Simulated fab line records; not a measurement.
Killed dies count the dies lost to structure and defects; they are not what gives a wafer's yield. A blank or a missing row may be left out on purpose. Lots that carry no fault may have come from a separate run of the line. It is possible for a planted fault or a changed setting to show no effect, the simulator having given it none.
Matching of chambers -- flow n5 finfet -- cvd co-01 running N5_BEOL_M5_CO_CAP_78: 3 sister chambers
The step material Co, precursor CCTBA/H2, target thk 2 nm, time 102.1 s. 3 wafers are shown with their chamber, then 7 later ones without.

EACH WAFER AND ITS CHAMBER
wafer,chamber,heater power w (W)
L082.4,1,240
L086.2,0,215
L086.3,2,231

WAFERS WITHOUT THEIR CHAMBER
wafer,heater power w (W)
L086.4,214
L085.1,214
L085.5,237
L085.6,234
L096.2,212
L096.4,217
L096.6,232

EACH ONE'S CHAMBER
wafer,from the rows above,in truth
L086.4,0,0
L085.1,0,0
L085.5,can't be placed: 1 or 2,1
L085.6,can't be placed: 2 or 1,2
L096.2,0,0
L096.4,0,0
L096.6,2,2
Correct placement for 5 of the 7. Can't be placed from these rows: 2 (the true chamber is among the candidates in 2). Number placed wrongly: 0.
How it was worked out, from the rows above alone: a wafer's distance from a chamber is the root of the sum, over the readings, of the square of ((its reading less the chamber's mean) divided by the reading's scatter). The wafer belongs to the nearest chamber; if the next one is less than 2 further off, it can't be placed. A chamber's mean is the mean of its shown wafers. The scatter: with one shown wafer a chamber, the root of the mean of the squares of how far each hidden wafer lies from its nearest shown one.
